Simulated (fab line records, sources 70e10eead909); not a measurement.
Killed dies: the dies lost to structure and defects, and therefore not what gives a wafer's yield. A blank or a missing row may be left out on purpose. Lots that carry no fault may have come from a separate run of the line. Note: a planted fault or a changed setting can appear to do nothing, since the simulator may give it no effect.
The tool behind it: which one? + flow nand-harc + 13 lots with 39 wafers sampled at 5 steps, on a route of 1159 steps

WHAT THE GAUGES SHOWED, per wafer
NHARC_A_BONDPAD_CD_MEAS_13. Usual: cd-nm reads 499.4 nm (standard deviation 1.5).
| lot  | measured     | on        | cd-nm (nm)        | flag |
|------|--------------|-----------|-------------------|------|
| L218 | day 18 03:55 | cd-sem-03 | 500.4 497.7 498.1 |      |
| L217 | day 18 04:16 | cd-sem-03 | 497.8 498.2 497.1 |      |
| L221 | day 19 09:11 | cd-sem-03 | 503.1 501.3 502.4 |      |
| L222 | day 19 10:05 | cd-sem-01 | 499.9 498.8 500.2 |      |
| L223 | day 19 10:07 | cd-sem-02 | 499.9 497.8 499.0 |      |
| L225 | day 19 20:41 | cd-sem-02 | 500.8 497.2 499.9 |      |
| L226 | day 20 02:13 | cd-sem-03 | 499.4 499.7 497.3 |      |
| L224 | day 20 02:36 | cd-sem-01 | 500.1 498.9 498.9 |      |
| L227 | day 20 20:12 | cd-sem-02 | 498.5 498.3 500.2 |      |
| L230 | day 21 04:07 | cd-sem-02 | 500.3 500.0 498.5 |      |
| L231 | day 21 19:47 | cd-sem-03 | 497.5 500.5 498.5 |      |
| L233 | day 22 12:07 | cd-sem-01 | 498.5 498.7 498.3 |      |
| L239 | day 23 19:24 | cd-sem-02 | 499.3 500.5 501.4 |      |

NHARC_END_SORT_01. Usual: killed-at-array 29, standard deviation 11; killed-at-other 0.6, standard deviation 0.89; killed-at-periphery 3.8, standard deviation 2.8; killed-dies 33, standard deviation 12; killed-open 3.5, standard deviation 1.9; killed-short 1.9, standard deviation 1.3.
| lot  | measured     | on        | killed-at-array | killed-at-other | killed-at-periphery | killed-dies | killed-open | killed-short | flag |
|------|--------------|-----------|-----------------|-----------------|---------------------|-------------|-------------|--------------|------|
| L230 | day 22 10:07 | prober-01 | 101 122 96      | 1 1 2           | 3 4 7               | 105 127 105 | 5 3 3       | 3 2 1        | OFF  |
| L231 | day 23 04:53 | prober-01 | 27 26 30        | 0 0 0           | 2 0 3               | 29 26 33    | 3 0 1       | 3 0 3        |      |
| L233 | day 23 19:59 | prober-02 | 94 102 97       | 1 1 0           | 3 5 7               | 98 108 104  | 6 5 2       | 1 2 2        | OFF  |

EACH LOT AND THE TOOL THAT RAN IT (in order: tool; ch and the chambers of the sampled wafers; start)
| lot  | NHARC_A_CONTACT_ETCH_135             | NHARC_A_BONDPAD_ETCH_34            | NHARC_A_BONDPAD_PVD_17                  |
|------|--------------------------------------|------------------------------------|-----------------------------------------|
| L218 | har-cap-etch-02 ch 0,1, day 17 04:07 | rie-diel-10 ch 2,3, day 18 03:41   | pvd-sputter-02, no start                |
| L217 | har-cap-etch-02 ch 0,1, day 17 05:37 | rie-diel-10 ch 0,1,2, day 18 03:58 | pvd-sputter-03, no start                |
| L221 | har-cap-etch-03 ch 0,1, day 18 13:50 | rie-diel-10 ch 0,1,2, day 19 08:55 | pvd-sputter-02, no start                |
| L222 | har-cap-etch-02 ch 0,1, day 18 14:48 | rie-diel-12 ch 0,2,3, day 19 09:51 | pvd-sputter-02, no start                |
| L223 | har-cap-etch-01 ch 0,1, day 18 16:03 | rie-diel-10 ch 0,1, day 19 09:50   | pvd-sputter-03, no start                |
| L225 | har-cap-etch-02 ch 0,1, day 19 00:52 | rie-diel-10 ch 0,2, day 19 20:21   | pvd-sputter-03, no start                |
| L226 | har-cap-etch-01 ch 0,1, day 19 02:44 | rie-diel-10 ch 0,1, day 20 01:58   | pvd-sputter-01, no start                |
| L224 | har-cap-etch-01 ch 1, day 19 06:51   | rie-diel-12 ch 0,3, day 20 02:22   | pvd-sputter-02, no start                |
| L227 | har-cap-etch-01 ch 0, day 19 22:49   | rie-diel-12 ch 0,1,2, day 20 19:58 | pvd-sputter-01, no start                |
| L230 | har-cap-etch-01 ch 0,1, day 20 07:54 | rie-diel-10 ch 0,1,2, day 21 03:53 | pvd-sputter-02, day 22 10:07 or earlier |
| L231 | har-cap-etch-03 ch 0,1, day 20 12:55 | rie-diel-10 ch 0,1, day 21 19:33   | pvd-sputter-02, day 23 04:53 or earlier |
| L233 | har-cap-etch-01 ch 0, day 21 10:09   | rie-diel-12 ch 0,1,3, day 22 11:53 | pvd-sputter-02, day 23 19:59 or earlier |
| L239 | har-cap-etch-03 ch 0,1, day 22 15:17 | rie-diel-10 ch 0,1,3, day 23 19:10 | pvd-sputter-01, no start                |
- NHARC_A_CONTACT_ETCH_135: etches the open film in C4F8/O2/Ar, time 132 s, target depth 1287 nm.
- NHARC_A_BONDPAD_ETCH_34: etches the open film in N2/H2, target depth 60 nm, overetch 18 nm, time 65.91 s.
- NHARC_A_BONDPAD_PVD_17: deposits TaN, target thk 5 nm, time 8.06 s.

AS READ BY THE TOOLS THEMSELVES (means over the sampled wafers that have a number; for cases with no such wafer, the mark the record gives instead)
NHARC_A_BONDPAD_ETCH_34. Usual: drypump-motor-current-A 5.63 A, standard deviation 0.29; h2-flow-sccm 150.0 sccm, standard deviation 0.42; oes-product-au 0.999 a.u., standard deviation 0.0064; rf-vpp-V 430 V, standard deviation 3; showerhead-plenum-p-Torr 2.03 Torr, standard deviation 0.11; throttle-valve-pct 14.172 %, standard deviation 0.0088.
| lot  | tool        | drypump-motor-current-A (A) | h2-flow-sccm (sccm) | oes-product-au (a.u.) | rf-vpp-V (V) | showerhead-plenum-p-Torr (Torr) | throttle-valve-pct (%) | flag |
|------|-------------|-----------------------------|---------------------|-----------------------|--------------|---------------------------------|------------------------|------|
| L218 | rie-diel-10 | 5.34                        | 150.2               | 0.996                 | 427          | 1.91                            | 14.171                 |      |
| L217 | rie-diel-10 | 5.64                        | 149.7               | 0.999                 | 431          | 2.05                            | 14.178                 |      |
| L221 | rie-diel-10 | 5.67                        | 149.8               | 1.000                 | 430          | 2.05                            | 14.171                 |      |
| L222 | rie-diel-12 | 5.60                        | 150.3               | 0.997                 | 430          | 2.01                            | 14.174                 |      |
| L223 | rie-diel-10 | 5.90                        | 150.1               | 1.003                 | 434          | 2.15                            | 14.165                 |      |
| L225 | rie-diel-10 | 5.36                        | 150.1               | 1.003                 | 429          | 2.00                            | 14.175                 |      |
| L226 | rie-diel-10 | 5.93                        | 150.3               | 0.996                 | 433          | 2.10                            | 14.167                 |      |
| L224 | rie-diel-12 | 5.45                        | 149.7               | 1.004                 | 430          | 2.02                            | 14.180                 |      |
| L227 | rie-diel-12 | 5.73                        | 149.9               | 1.010                 | 430          | 2.03                            | 14.168                 |      |
| L230 | rie-diel-10 | 5.68                        | 150.1               | 0.994                 | 431          | 2.05                            | 14.168                 |      |
| L231 | rie-diel-10 | 5.89                        | 150.0               | 1.001                 | 433          | 2.15                            | 14.172                 |      |
| L233 | rie-diel-12 | 5.59                        | 149.8               | 1.006                 | 430          | 2.03                            | 14.155                 |      |
| L239 | rie-diel-10 | 5.85                        | 150.2               | 0.998                 | 431          | 2.06                            | 14.169                 |      |

NHARC_A_BONDPAD_PVD_17. Usual: throttle-valve-pct reads 29.4 % (standard deviation 0.55).
| lot  | tool           | throttle-valve-pct (%) | flag |
|------|----------------|------------------------|------|
| L218 | pvd-sputter-02 | 29.0                   |      |
| L217 | pvd-sputter-03 | 29.3                   |      |
| L221 | pvd-sputter-02 | 29.3                   |      |
| L222 | pvd-sputter-02 | 29.7                   |      |
| L223 | pvd-sputter-03 | 29.4                   |      |
| L225 | pvd-sputter-03 | 29.5                   |      |
| L226 | pvd-sputter-01 | 29.6                   |      |
| L224 | pvd-sputter-02 | 29.5                   |      |
| L227 | pvd-sputter-01 | 29.4                   |      |
| L230 | pvd-sputter-02 | 29.0                   |      |
| L231 | pvd-sputter-02 | 29.4                   |      |
| L233 | pvd-sputter-02 | 29.4                   |      |
| L239 | pvd-sputter-01 | 29.7                   |      |

THE ANSWER, worked out from the rows above alone
Rule: take the mean of a lot's wafers that have a number; if it is more than 3 standard deviations from the usual mean, the lot is off. Also off: a lot with no number at a reading for which 4 or more lots have one. Any other lot the step has rows for is counted as sound. Order of review: gauges by route order, followed by the tools' own readings, for which a lot's mean as printed above is used. At the first step where some lot is off, the reading lying furthest off is the one used; lots without a number count as furthest.
Off: L230, L233, at NHARC_END_SORT_01 (killed-at-array). Neither off nor sound, because the step has no rows for them: L218, L217, L221, L222, L223, L225, L226, L224, L227, L239.
If a tool, at a process step before that reading, ran all the lots that are off and no sound lot after the first of them, it fits. Gauges at NHARC_END_SORT_01: tried the same way as those tools. With no start given for some of its lots, NHARC_A_BONDPAD_PVD_17 uses the hours and lot order of NHARC_END_SORT_01. One candidate fits, namely har-cap-etch-01 at NHARC_A_CONTACT_ETCH_135. It ran no sound lot before its first lot that is off in this sample, so the start can't be narrowed down.

WHAT THE SIMULATOR PUT IN
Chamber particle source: har-cap-etch-01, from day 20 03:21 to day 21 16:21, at NHARC_A_CONTACT_ETCH_135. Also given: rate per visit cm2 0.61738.
Lots struck among those shown: L230, L233. The rule given above showed the same thing.
